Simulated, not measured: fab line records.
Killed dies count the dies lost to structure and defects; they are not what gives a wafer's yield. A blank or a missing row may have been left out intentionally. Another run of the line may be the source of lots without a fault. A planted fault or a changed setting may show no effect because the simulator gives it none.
Chamber matching | flow nand-harc | 4 sister chambers for NHARC_A_STAIRCASE_DESCUM_312 on rie-diel-07
The step chemistry O2, time 3 s. 4 wafers are shown with their chamber, then 10 later ones without.

## WAFERS WITH THEIR CHAMBER
wafer  | chamber | drypump-motor-current-A (A)
L082.5 | 2       | 5.7
L087.6 | 3       | 6.0
L090.4 | 1       | 6.3
L090.5 | 0       | 5.1

## WAFERS WITHOUT THEIR CHAMBER
wafer  | drypump-motor-current-A (A)
L090.6 | 6.0
L091.3 | 5.8
L091.4 | 5.1
L091.5 | 6.3
L092.3 | 5.7
L092.4 | 5.8
L092.5 | 5.1
L094.1 | 5.7
L094.3 | 6.0
L094.6 | 6.0

## EACH ONE'S CHAMBER
wafer  | from the rows above | in truth
L090.6 | 3                   | 3
L091.3 | 2                   | 2
L091.4 | 0                   | 0
L091.5 | 1                   | 1
L092.3 | 2                   | 2
L092.4 | 2                   | 2
L092.5 | 0                   | 0
L094.1 | 2                   | 2
L094.3 | 3                   | 3
L094.6 | 3                   | 3
Correctly placed: 10 of 10. Number that these rows cannot place: 0. Number placed wrongly: 0.
How it was worked out, from the rows above alone: a wafer's distance from a chamber is the root of the sum, over the readings, of the square of ((its reading less the chamber's mean) divided by the reading's scatter). The wafer belongs to the nearest chamber; if the next one is less than 2 further off, it can't be placed. Each chamber's mean is taken over the wafers shown for it. The scatter: with one shown wafer a chamber, the root of the mean of the squares of how far each hidden wafer lies from its nearest shown one.
